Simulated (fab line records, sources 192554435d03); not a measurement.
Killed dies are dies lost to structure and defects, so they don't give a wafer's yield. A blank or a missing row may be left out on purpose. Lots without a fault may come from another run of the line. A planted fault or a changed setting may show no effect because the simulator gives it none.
Chamber matching | flow n5_finfet | N5_BEOL_M0_CO_CAP_123 on cvd_co-01: 3 sister chambers
The step material Co, precursor CCTBA/H2, target thk 2 nm, time 102.1 s. 3 wafers are shown with their chamber, then 9 later ones without.

WAFERS WITH THEIR CHAMBER
wafer  | chamber | heater_power_w (W)
L081.4 | 0       | 219
L087.2 | 2       | 261
L087.4 | 1       | 219

WAFERS WITHOUT THEIR CHAMBER
wafer  | heater_power_w (W)
L086.1 | 257
L086.2 | 225
L086.5 | 230
L089.1 | 224
L089.4 | 232
L089.6 | 266
L092.3 | 227
L092.4 | 226
L092.6 | 251

WHICH CHAMBER EACH WENT THROUGH
wafer  | from the rows above          | in truth
L086.1 | 2                            | 2
L086.2 | can't be placed: 0 or 1      | 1
L086.5 | can't be placed: 0 or 1      | 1
L089.1 | can't be placed: 0 or 1      | 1
L089.4 | can't be placed: 0 or 1 or 2 | 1
L089.6 | 2                            | 2
L092.3 | can't be placed: 0 or 1      | 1
L092.4 | can't be placed: 0 or 1      | 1
L092.6 | 2                            | 2
Placed correctly: 3 of 9. Can't be placed from these rows: 6 (the true chamber is among the candidates in 6). Placed wrongly: 0.
How it was worked out, from the rows above alone: a wafer's distance from a chamber is the root of the sum, over the readings, of the square of ((its reading less the chamber's mean) divided by the reading's scatter). The wafer belongs to the nearest chamber; if the next one is less than 2 further off, it can't be placed. A chamber's mean is the mean of its shown wafers. The scatter: with one shown wafer a chamber, the root of the mean of the squares of how far each hidden wafer lies from its nearest shown one.
